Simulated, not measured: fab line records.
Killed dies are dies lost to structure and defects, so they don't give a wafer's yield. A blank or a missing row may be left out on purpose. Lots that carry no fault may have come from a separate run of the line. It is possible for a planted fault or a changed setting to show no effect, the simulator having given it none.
A lot that was struck, set against a sound lot	flow n5 finfet	18 steps out of a route of 1938
Sound: these wafers, L466.3, L466.4, L466.5. The struck wafers were L471.1, L471.4, L471.5. Last of all comes the cause.
Per side, at each step with rows, come the tool, then ch with its chambers, and then its first start. Under that, the readings that differ: sound wafers	struck wafers	difference of the means	sigmas: that difference in standard deviations of wafers without a fault.
alike: a reading whose means differ by less than 2 such deviations, as well as words and numbers matching on both sides. not compared: withheld readings; readings where some wafer has no value; bounds like >300 that might hide an equal value; numbers whose values overlap and for which the record gives no deviation.
A row with sigmas, a row that says differs or no value, or rows on one side alone: a step with any of these is where the two part. Non-overlapping numbers with no deviation appear without sigmas and do not part them. A reading that every wafer of one side lacks parts them only if that side has two wafers or more.

first, 2 steps without rows for these wafers: N5_BEOL_M3_STRIP_65 (strips in N2/H2); N5_BEOL_M3_STRIP_75 (strips in N2/H2).
N5_BEOL_M3_STRIP_66: strips in CF4.
  sound on rie diel-05 ch 0,3, day 7 16:58; struck on rie diel-03 ch 1,2,3, day 8 21:29
  alike: drypump motor current A, oes product au, rf vpp V, showerhead plenum p Torr, throttle valve pct
  not compared: rf hours counter h
N5_BEOL_M3_HM_OPEN_17: chemistry Cl2/BCl3, target TiN, target depth 20 nm, overetch 6 nm.
  sound on rie metal-02 ch 0,1, day 7 17:02; struck on rie metal-01 ch 0,1, day 8 21:31
  alike: drypump motor current A, oes product au, throttle valve pct
  not compared: rf hours counter h
N5_BEOL_M3_STRIP_19: strips in O2.
  sound on rie diel-03 ch 1,3, day 7 17:13; struck on rie diel-03 ch 0,1, day 8 21:38
  alike: drypump motor current A, oes product au, rf vpp V, showerhead plenum p Torr, throttle valve pct
  not compared: rf hours counter h
N5_BEOL_M3_CD_MEAS_18: pitch 36 nm, target cd 18 nm.
  struck on cd sem-02, day 8 21:42; sound on cd sem-01, day 7 17:17
  alike: cd nm
then, 6 steps without rows for these wafers: N5_BEOL_M3_COAT_67 (time 60 s, resist thk 60 nm); N5_BEOL_M3_COAT_68 (time 60 s, resist thk 12 nm); N5_BEOL_M3_COAT_76 (time 60 s, resist thk 5 nm); N5_BEOL_M3_COAT_22 (resist thk 30 nm); N5_BEOL_M3_EBR_24; N5_BEOL_M3_SOFTBAKE_23 (time 60 s).
N5_BEOL_M3_EXPOSE_25: exposes mask V2, defocus 5 nm.
  sound on euv scanner-02 ch 0, day 7 17:29; struck on euv scanner-02 ch 0, day 8 22:10
reading	sound	struck	difference	sigmas
model.BEOL_M3.overlay x nm (nm)	0 0 0	4.4 4.4 4.4	+4.4	
  alike: mask
then, 2 steps without rows for these wafers: N5_BEOL_M3_PEB_26 (peb time 60 s); N5_BEOL_M3_DEVELOP_27 (develop time 30 s).
N5_BEOL_M3_CD_MEAS_28: target cd 25.7 nm, target cd y 23.3 nm.
  sound on cd sem-02 ch 0, day 7 17:36; struck on cd sem-02 ch 0, day 8 22:19
  alike: cd nm
N5_BEOL_M3_OVL_MEAS_29:
  sound on overlay-01 ch 0, day 7 17:38; struck on overlay-02 ch 0, day 8 22:21
reading	sound	struck	difference	sigmas
V2_OVL (nm)	-0.4 0.9 -0.3	3.4 4.1 3.9	+3.7	+5
N5_BEOL_M3_INSPECT_30: inspects for defects (brightfield).
  struck on defect inspect-01, day 8 22:25; sound on defect inspect-02, day 7 17:42
  alike: raw defect count

## WHERE THEY PART
Only at N5_BEOL_M3_OVL_MEAS_29, within this record. Later steps at which nothing parts them and some readings are alike: N5_BEOL_M3_INSPECT_30.

WHY: whatever the simulator had introduced
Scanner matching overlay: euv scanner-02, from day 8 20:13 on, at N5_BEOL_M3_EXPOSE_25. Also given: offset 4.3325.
